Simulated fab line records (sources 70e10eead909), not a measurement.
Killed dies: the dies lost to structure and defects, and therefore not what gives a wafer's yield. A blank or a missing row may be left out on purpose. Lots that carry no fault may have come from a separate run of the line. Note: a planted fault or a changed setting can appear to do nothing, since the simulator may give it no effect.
Comparing a struck lot with a sound one    flow nandHarc    15 steps out of a route of 1302
Sound: the wafers L751.2, L751.3, L751.6. Struck: wafers L768.1, L768.4, L768.6. At the end, the cause is stated.
For every step that has rows: the tool of each side, followed by ch and its chambers, followed by its first start. Under that, the readings that differ: sound wafers    struck wafers    difference of the means    sigmas: that difference in standard deviations of wafers without a fault.
alike: readings whose means differ by less than 2 such deviations, and words and numbers that are the same on both sides. not compared: withheld readings, readings that some wafer has no value for, bounds like >300 that may hide the same value, and numbers for which the record gives no deviation and whose values overlap.
A row with sigmas, a row that says differs or no value, or rows on one side alone: a step with any of these is where the two part. Non-overlapping numbers with no deviation appear without sigmas and do not part them. A reading that every wafer of one side lacks parts them only if that side has two wafers or more.

NHARC_A_CHANNEL_HOLE_D1_ETCH_44: etches the open film in CF4/O2, target depth 140 nm, overetch 14 nm, time 77 s.
  sound on rieDiel-13 ch 1,2,3, day 10 19:52; struck on rieDiel-06 ch 0,1,3, day 17 19:43
  alike: drypumpMotorCurrentA, oesProductAu, rfVppV, showerheadPlenumPTorr, throttleValvePct
  not compared: rfHoursCounterH
then, 3 steps without rows for these wafers: NHARC_A_CHANNEL_HOLE_D1_STRIP_27 (strips in O2); NHARC_A_CHANNEL_HOLE_D1_PRECLEAN_28 (cleans in SC1); NHARC_A_CHANNEL_HOLE_D1_SRD_29.
NHARC_A_CHANNEL_HOLE_D1_CD_MEAS_30:
  struck on cdSem-02, day 17 20:31; sound on cdSem-03, day 10 20:40
  alike: cdNm
NHARC_A_CHANNEL_HOLE_D1_XSEM_31:
  sound on xsem-02 ch 0, day 10 20:46; struck on xsem-01 ch 0, day 17 20:36
reading     sound           struck          difference  sigmas
bowNm (nm)  8.49 8.48 8.39  9.10 9.03 9.14  +0.64       +2
  alike: botCdNm, tiltDeg
NHARC_A_CHANNEL_HOLE_D1_INSPECT_40:
  struck on defectInspect-02, day 17 20:43; sound on defectInspect-01, day 10 20:52
  alike: rawDefectCount
then, 2 steps without rows for these wafers: NHARC_A_CHANNEL_FILL_D1_PRECLEAN_00 (cleans in SC1); NHARC_A_CHANNEL_FILL_D1_SRD_01.
NHARC_A_CHANNEL_FILL_D1_ALD_02: deposits SiO2, target thk 6 nm, pulse time 10 s, ald cycles 60.
  sound on aldHk-01 ch 1,2, day 10 21:07; struck on aldHk-01 ch 0,1,2, day 17 21:03
  alike: aldCycles, heaterPowerW, precursorPulseHeightRel
then, 1 step without rows for these wafers: NHARC_A_CHANNEL_FILL_D1_ALD_03 (deposits SiNx, target thk 6 nm, pulse time 60 s, ald cycles 58).
NHARC_A_CHANNEL_FILL_D1_ALD_14: deposits SiO2, target thk 2.5 nm, pulse time 10 s, ald cycles 25.
  sound on aldHk-04 ch 0,1,2, day 11 04:04; struck on aldHk-04 ch 0,1, day 18 03:55
  alike: aldCycles, heaterPowerW, precursorPulseHeightRel
NHARC_A_CHANNEL_FILL_D1_ALD_15: deposits SiNx, target thk 2 nm, pulse time 60 s, ald cycles 19.
  sound on aldSinBatch-01 ch 0, day 11 07:11; struck on aldSinBatch-01 ch 0, day 18 07:02
reading    sound     struck    difference  sigmas
aldCycles  19 19 19  25 25 25  +6          
  alike: precursorPulseHeightRel
NHARC_A_CHANNEL_FILL_D1_ALD_16: deposits SiO2, target thk 1.5 nm, pulse time 10 s, ald cycles 15.
  sound on aldHk-01 ch 1,3, day 11 09:15; struck on aldHk-04 ch 1,2,3, day 18 09:07
  alike: aldCycles, heaterPowerW, precursorPulseHeightRel
next, for these wafers, 1 step has no rows: NHARC_END_SORT_01.

== WHERE THEY PART ==
Only at NHARC_A_CHANNEL_HOLE_D1_XSEM_31, within this record. Later steps at which nothing parts them and some readings are alike: NHARC_A_CHANNEL_HOLE_D1_INSPECT_40, NHARC_A_CHANNEL_FILL_D1_ALD_02, NHARC_A_CHANNEL_FILL_D1_ALD_14, NHARC_A_CHANNEL_FILL_D1_ALD_15, NHARC_A_CHANNEL_FILL_D1_ALD_16.

WHY: what had been put in by the simulator
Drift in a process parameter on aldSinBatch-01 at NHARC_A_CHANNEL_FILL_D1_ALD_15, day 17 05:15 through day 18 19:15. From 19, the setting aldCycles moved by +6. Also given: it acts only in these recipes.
